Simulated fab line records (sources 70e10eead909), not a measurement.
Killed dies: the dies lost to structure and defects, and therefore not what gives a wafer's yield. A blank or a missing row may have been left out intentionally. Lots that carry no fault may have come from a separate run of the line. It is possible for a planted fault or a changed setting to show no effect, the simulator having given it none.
Which tool was responsible? -- flow nand harc -- 35 wafers from 12 lots sampled at 6 of the route's 1302 steps

WHAT THE GAUGES SHOWED, per wafer
NHARC_A_ONON_D1_THK_MEAS_11: measures by ellipsometry. Usual: thk nm 994 nm, standard deviation 14.
lot,measured,on,thk nm (nm),flag
L480,day 8 00:55,film metro-02,1015 1017 1015,
L481,day 8 00:56,film metro-02,1001 1002 1003,
L482,day 8 17:49,film metro-01,980 980 980,
L483,day 9 03:02,film metro-01,997 996 998,
L484,day 9 03:23,film metro-01,987 989 990,
L485,day 9 18:04,film metro-01,963 962 962,
L486,day 10 10:20,film metro-01,991 990 991,
L488,day 11 12:09,film metro-02,970 970 970,
L497,day 14 16:11,film metro-01,1028 1603 1027 1601,OFF
L499,day 15 14:00,film metro-02,1010 1011 1009,
L501,day 16 06:06,film metro-01,998 998 999,
L502,day 16 21:50,film metro-01,995 995 994,

NHARC_END_SORT_01. Usual: killed at array 59, standard deviation 19; killed at other 0.6, standard deviation 0.85; killed at periphery 3.8, standard deviation 2.5; killed dies 64, standard deviation 19; killed open 3.3, standard deviation 1.8; killed short 2.2, standard deviation 1.6.
lot,measured,on,killed at array,killed at other,killed at periphery,killed dies,killed open,killed short,flag
L497,day 31 10:43,prober-01,72 672,1 1,0 4,73 677,2 1,0 0,OFF

EACH LOT AND THE TOOL THAT RAN IT (in order: tool; ch and the chambers of the sampled wafers; start)
lot,NHARC_P_BONDPAD_DESCUM_11,NHARC_P_BONDPAD_DEGAS_25,NHARC_A_ZERO_WELL_RTA_16,NHARC_A_ONON_D1_DEP_09
L480,"rie diel-04 ch 1,2,3, day 6 18:44","pvd sputter-03, day 6 19:41","rtp anneal-02 ch 0, day 6 23:46","pecvd onon-04 ch 0, day 8 00:28"
L481,"rie diel-04 ch 0,3, day 6 22:11","pvd sputter-01, day 6 23:07","rtp anneal-01 ch 0, day 7 03:22","pecvd onon-02 ch 0, day 8 00:29"
L482,"rie diel-04 ch 0,2,3, day 7 12:02","pvd sputter-01, day 7 12:59","rtp anneal-02 ch 0, day 7 17:04","pecvd onon-03 ch 0, day 8 17:19"
L483,"rie diel-04 ch 1,2,3, day 7 23:40","pvd sputter-01, day 8 00:38","rtp anneal-01 ch 0, day 8 04:48","pecvd onon-04 ch 0, day 9 02:32"
L484,"rie diel-05 ch 1,2,3, day 8 01:15","pvd sputter-02, day 8 02:10","rtp anneal-02 ch 0, day 8 06:17","pecvd onon-03 ch 0, day 9 02:59"
L485,"rie diel-05 ch 0,2,3, day 8 14:19","pvd sputter-01, day 8 15:15","rtp anneal-01 ch 0, day 8 19:27","pecvd onon-04 ch 0, day 9 17:33"
L486,"rie diel-04 ch 0,2,3, day 9 04:46","pvd sputter-03, day 9 05:43","rtp anneal-01 ch 0, day 9 09:52","pecvd onon-03 ch 0, day 10 09:50"
L488,"rie diel-04 ch 0,1,2, day 10 08:46","pvd sputter-02, day 10 09:43","rtp anneal-02 ch 0, day 10 13:52","pecvd onon-03 ch 0, day 11 11:46"
L497,"rie diel-05 ch 0,3, day 13 14:01","pvd sputter-02, day 13 14:57","rtp anneal-01 ch 0, day 13 19:14","pecvd onon-03 ch 0, day 14 15:54"
L499,"rie diel-05 ch 1,2, day 14 09:50","pvd sputter-03, day 14 10:47","rtp anneal-01 ch 0, day 14 15:01","pecvd onon-04 ch 0, day 15 13:29"
L501,"rie diel-04 ch 1,2,3, day 15 05:11","pvd sputter-01, day 15 06:10","rtp anneal-02 ch 0, day 15 10:40","pecvd onon-04 ch 0, day 16 05:46"
L502,"rie diel-05 ch 0,1,2, day 15 17:59","pvd sputter-01, day 15 18:55","rtp anneal-02 ch 0, day 15 23:10","pecvd onon-02 ch 0, day 16 21:19"
- NHARC_P_BONDPAD_DESCUM_11: chemistry O2, time 3 s.
- NHARC_P_BONDPAD_DEGAS_25: time 60 s.
- NHARC_A_ZERO_WELL_RTA_16: time 10 s.
- NHARC_A_ONON_D1_DEP_09: target thk 1000 nm.

WHAT THE TOOLS THEMSELVES READ (means of the sampled wafers that have a number; where no wafer has one, the mark that the record gives instead)
NHARC_P_BONDPAD_DESCUM_11. Usual: chamber pressure mTorr is 60.00 mTorr with standard deviation 0.06, drypump motor current A is 5.9 A with standard deviation 0.56, mfc ar sccm is 0.004 sccm with standard deviation 0.0096, oes product au is 1.000 a.u. with standard deviation 0.0078, rf vpp V is 57.8 V with standard deviation 0.92, showerhead plenum p Torr is 1.94 Torr with standard deviation 0.089, and throttle valve pct is 11.310 % with standard deviation 0.0088.
lot,tool,chamber pressure mTorr (mTorr),drypump motor current A (A),mfc ar sccm (sccm),oes product au (a.u.),rf vpp V (V),showerhead plenum p Torr (Torr),throttle valve pct (%),flag
L480,rie diel-04,59.95,6.1,0.010,1.003,58.4,1.95,11.302,
L481,rie diel-04,60.08,6.3,0.000,1.000,57.5,1.91,11.308,
L482,rie diel-04,60.03,6.1,0.000,0.997,58.7,1.98,11.318,
L483,rie diel-04,60.00,6.1,0.010,1.010,58.8,1.95,11.313,
L484,rie diel-05,60.03,6.0,0.000,1.005,58.4,1.92,11.309,
L485,rie diel-05,59.99,5.5,0.000,0.991,57.7,1.87,11.315,
L486,rie diel-04,60.03,6.1,0.000,0.997,58.3,1.98,11.310,
L488,rie diel-04,59.97,5.7,0.010,1.004,57.9,2.00,11.308,
L497,rie diel-05,59.98,5.2,0.000,1.011,57.3,1.91,11.309,
L499,rie diel-05,60.00,6.3,0.000,0.997,58.1,1.95,11.314,
L501,rie diel-04,60.03,6.1,0.010,1.007,58.1,1.95,11.320,
L502,rie diel-05,60.05,5.8,0.000,0.999,57.2,1.90,11.310,

NHARC_P_BONDPAD_DEGAS_25. Usual: heater power w 462 W, standard deviation 57.
lot,tool,heater power w (W),flag
L480,pvd sputter-03,476,
L481,pvd sputter-01,452,
L482,pvd sputter-01,445,
L483,pvd sputter-01,444,
L484,pvd sputter-02,494,
L485,pvd sputter-01,445,
L486,pvd sputter-03,459,
L488,pvd sputter-02,549,
L497,pvd sputter-02,513,
L499,pvd sputter-03,478,
L501,pvd sputter-01,447,
L502,pvd sputter-01,463,

NHARC_A_ZERO_WELL_RTA_16. Usual: lamp power pct 29.13 %, standard deviation 0.11; lamp_zone_1_pct 29.13 %, standard deviation 0.1; wafer_temp_C_max 1004.0, standard deviation 0.89.
lot,tool,lamp power pct (%),lamp_zone_1_pct (%),wafer_temp_C_max,flag
L480,rtp anneal-02,29.18,29.17,1004.3,
L481,rtp anneal-01,29.04,29.01,1005.2,
L482,rtp anneal-02,29.21,29.19,1003.2,
L483,rtp anneal-01,28.99,29.01,1004.3,
L484,rtp anneal-02,29.18,29.18,1003.5,
L485,rtp anneal-01,29.01,29.03,1004.7,
L486,rtp anneal-01,29.02,29.04,1005.2,
L488,rtp anneal-02,29.25,29.22,1002.9,
L497,rtp anneal-01,28.98,29.01,1003.5,
L499,rtp anneal-01,29.03,29.00,1004.4,
L501,rtp anneal-02,29.18,29.18,1004.2,
L502,rtp anneal-02,29.21,29.23,1003.4,

NHARC_A_ONON_D1_DEP_09. Usual: n2 flow sccm 2749 sccm, standard deviation 7.9.
lot,tool,n2 flow sccm (sccm),flag
L480,pecvd onon-04,2741,
L481,pecvd onon-02,2741,
L482,pecvd onon-03,2756,
L483,pecvd onon-04,2753,
L484,pecvd onon-03,2747,
L485,pecvd onon-04,2745,
L486,pecvd onon-03,2748,
L488,pecvd onon-03,2751,
L497,pecvd onon-03,2746,
L499,pecvd onon-04,2749,
L501,pecvd onon-04,2748,
L502,pecvd onon-02,2755,

THE ANSWER, worked out from the rows above alone
Rule: lot off if the mean of its wafers having a number is beyond 3 standard deviations from the usual mean. Also off: a lot with no number at a reading for which 4 or more lots have one. The other lots that the step has rows for count as sound. The gauges are gone through in route order, then the tools' own readings, and for those a lot's mean is taken as printed above. The first step at which some lot is off is used, and at that step the reading that is off furthest; a lot without a number counts as furthest.
Off: L497, at NHARC_A_ONON_D1_THK_MEAS_11 (thk nm).
If a tool, at a process step before that reading, ran all the lots that are off and no sound lot after the first of them, it fits. The gauges at NHARC_A_ONON_D1_THK_MEAS_11 aren't tried: what is off there is off at NHARC_END_SORT_01 too, on other tools, and a gauge's error can't cause that. Can't be told from this: 2 tools fit, pvd sputter-02 at NHARC_P_BONDPAD_DEGAS_25, pecvd onon-03 at NHARC_A_ONON_D1_DEP_09.

WHAT THE SIMULATOR PUT IN
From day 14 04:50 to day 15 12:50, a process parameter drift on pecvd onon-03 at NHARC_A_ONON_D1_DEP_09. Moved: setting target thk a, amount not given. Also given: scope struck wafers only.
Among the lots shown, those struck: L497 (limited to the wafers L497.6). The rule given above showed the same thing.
